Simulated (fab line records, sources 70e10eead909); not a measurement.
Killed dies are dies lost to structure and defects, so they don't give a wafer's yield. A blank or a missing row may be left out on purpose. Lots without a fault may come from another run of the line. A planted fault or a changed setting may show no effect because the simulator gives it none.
Problem report in the 8D (eight disciplines) form, filled by code | flow nand_harc | the parts of the form that need people (team, actions taken, sign-off) are left out

1. THE PROBLEM
killed_at_periphery at NHARC_END_SORT_01 reads a mean of 71.5 on 2 wafers of 2 lots; wafers without a fault read 3.1 with a standard deviation of 2. That is +34 standard deviations from the usual mean.
First seen on wafer L402.5, day 21 03:26, on prober-01. The record holds 2 wafers of 2 lots with a number at this step. Rule for "out", or "out of limits": more than 4 standard deviations from the usual mean. The other wafers with a number count as sound.

2. WHAT IT IS AND WHAT IT IS NOT
question                    | is                               | is not
which readings at this step | killed_at_periphery, killed_dies | killed_at_array, killed_open, killed_short
which lots                  | L399, L402                       | -
which wafers of those lots  | all that have a number           | -
read on which gauges        | prober-01, prober-02             | -
when                        | from day 21 03:26                | up to then (0 sound wafers)

3. SUSPECTS, AND WHAT RULES EACH OUT
Counting: a tool at a process step up to the reading stays a suspect if it ran every lot that is out and no sound lot after the first of them.
- the gauge at NHARC_END_SORT_01: ruled out. The wafers that are out were read on 2 gauges (prober-01, prober-02).
- wet_bench-03 at NHARC_P_STI_PRECLEAN_32 (cleans in SC1): kept. It ran every lot that is out, first L399 (day 3 10:17), and no sound lot after that.
Left after counting: wet_bench-03 at NHARC_P_STI_PRECLEAN_32.

4. THE CAUSE (what the simulator had put in)
Chamber particle source: wet_bench-03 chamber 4, from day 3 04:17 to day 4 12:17, at NHARC_P_STI_PRECLEAN_32. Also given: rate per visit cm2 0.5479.
Counting left only this tool.

5. THE CHAIN OF EFFECTS, in route order
Each row: a reading whose mean over the struck wafers that have a number lies more than 3 standard deviations from the usual. Only readings for which the record gives a usual standard deviation are gone through. hours: the time from each lot's start at the first step in this table that gives one to its start at this step, as a median over the lots. sigmas: the change in usual standard deviations.
hours | step              | reading             | usual | on struck wafers | change | sigmas
0     | NHARC_END_SORT_01 | killed_at_periphery | 3.1   | 71.5             | +68.4  | +34
0     | NHARC_END_SORT_01 | killed_dies         | 33    | 92               | +59    | +5.4

6. WHAT WOULD HAVE CAUGHT IT SOONER
In this record the first reading out of limits at a measuring or inspecting step was taken at day 21 03:26, 431 hours after the fault began at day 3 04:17.
All the lots that are out (2) had begun NHARC_P_STI_PRECLEAN_32 on wet_bench-03 by day 21 03:26. A hold on the tool at that time would have spared none of them.
